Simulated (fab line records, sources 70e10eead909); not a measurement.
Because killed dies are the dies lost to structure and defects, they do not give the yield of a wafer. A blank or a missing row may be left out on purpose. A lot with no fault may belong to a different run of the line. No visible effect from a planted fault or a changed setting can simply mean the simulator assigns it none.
The tool behind it: which one? | flow nandHarc | 12 lots with 36 wafers sampled at 4 steps, on a route of 1302 steps

WHAT THE GAUGES SHOWED, per wafer
NHARC_P_M1_CD_MEAS_09: target cd 130 nm.
lot  | measured     | on       | cdNm (nm)
L075 | day 6 13:36  | cdSem-03 | 129.7 130.1 130.2
L077 | day 7 17:34  | cdSem-03 | 130.9 130.4 130.1
L079 | day 8 03:19  | cdSem-03 | 129.9 129.8 129.2
L081 | day 9 00:32  | cdSem-01 | 130.0 129.8 129.5
L083 | day 10 02:29 | cdSem-01 | 130.2 131.2 131.0
L085 | day 10 19:00 | cdSem-02 | 129.6 129.2 129.8
L087 | day 11 11:34 | cdSem-03 | 129.8 129.8 130.0
L088 | day 12 08:37 | cdSem-03 | 129.9 130.6 130.7
L091 | day 13 02:22 | cdSem-01 | 130.7 130.7 131.1
L093 | day 14 02:34 | cdSem-01 | 131.1 130.9 131.6
L095 | day 14 17:51 | cdSem-03 | 129.7 130.7 131.2
L097 | day 16 03:28 | cdSem-01 | 130.2 129.9 130.1

TOOL THAT RAN EACH LOT (tool first, then ch and the chambers of the sampled wafers, then the start)
lot  | NHARC_P_CONTACT_ETCH_36                      | NHARC_P_CONTACT_ETCH_18                      | NHARC_P_M0_ETCH_34
L075 | rieDiel-12 ch 0,3, day 6 09:49 or earlier    | rieDiel-12 ch 2,3, day 6 09:49 or earlier    | rieDiel-11 ch 1,3, day 6 09:49
L077 | rieDiel-12 ch 0,3, day 7 13:48 or earlier    | rieDiel-12 ch 0,1,3, day 7 13:48 or earlier  | rieDiel-10 ch 0,1,3, day 7 13:48
L079 | rieDiel-06 ch 0,1, day 7 23:31 or earlier    | rieDiel-06 ch 0,1, day 7 23:31 or earlier    | rieDiel-03 ch 2,3, day 7 23:31
L081 | rieDiel-06 ch 0,1,2, day 8 20:45 or earlier  | rieDiel-06 ch 0,1,2, day 8 20:45 or earlier  | rieDiel-11 ch 0,1,2, day 8 20:45
L083 | rieDiel-02 ch 0,1,2, day 9 22:46 or earlier  | rieDiel-02 ch 0,1,2, day 9 22:46 or earlier  | rieDiel-03 ch 1,2,3, day 9 22:46
L085 | rieDiel-12 ch 1,2,3, day 10 15:13 or earlier | rieDiel-12 ch 0,1,3, day 10 15:13 or earlier | rieDiel-10 ch 0,1,2, day 10 15:13
L087 | rieDiel-02 ch 0,2,3, day 11 07:33 or earlier | rieDiel-02 ch 0,2,3, day 11 07:33 or earlier | rieDiel-03 ch 1,2,3, day 11 07:33
L088 | rieDiel-02 ch 0,1, day 12 04:50 or earlier   | rieDiel-02 ch 0,3, day 12 04:50 or earlier   | rieDiel-03 ch 1,2, day 12 04:50
L091 | rieDiel-12 ch 0,1,3, day 12 22:32 or earlier | rieDiel-12 ch 0,1, day 12 22:32 or earlier   | rieDiel-10 ch 1,2, day 12 22:32
L093 | rieDiel-12 ch 1,2, day 13 22:46 or earlier   | rieDiel-12 ch 0,1,2, day 13 22:46 or earlier | rieDiel-10 ch 0,1,3, day 13 22:46
L095 | rieDiel-06 ch 1,2, day 14 14:04 or earlier   | rieDiel-06 ch 1,2,3, day 14 14:04 or earlier | rieDiel-10 ch 0,2,3, day 14 14:04
L097 | rieDiel-12 ch 0,1,3, day 15 23:41 or earlier | rieDiel-12 ch 0,1,3, day 15 23:41 or earlier | rieDiel-03 ch 0,1,3, day 15 23:41
- NHARC_P_CONTACT_ETCH_36: etches the open film in N2/H2, target depth 260 nm, time 406.25 s.
- NHARC_P_CONTACT_ETCH_18: etches the open film in C4F8/O2/Ar, target depth 481 nm, time 240.5 s.
- NHARC_P_M0_ETCH_34: etches the open film in N2/H2, target depth 40 nm, overetch 12 nm, time 43.94 s.

THE ANSWER, worked out from the rows above alone
Rule: the usual values come from the lots themselves. Put in order of their means at a reading, lots are off if they are a third of the lots or fewer, leave a main group of 4 or more, and stand apart from it by a gap of 3 or more times the standard deviation of the main group's means; of several such gaps the widest counts. If all means in a main group match to the digits the tables above print for the reading, that group is not used. Also off: a lot with no number at a reading for which 4 or more lots have one. All remaining lots with rows at the step are treated as sound.
No lot is off on any of the readings shown, so nothing can be concluded from this.

WHAT THE SIMULATOR HAD PUT IN
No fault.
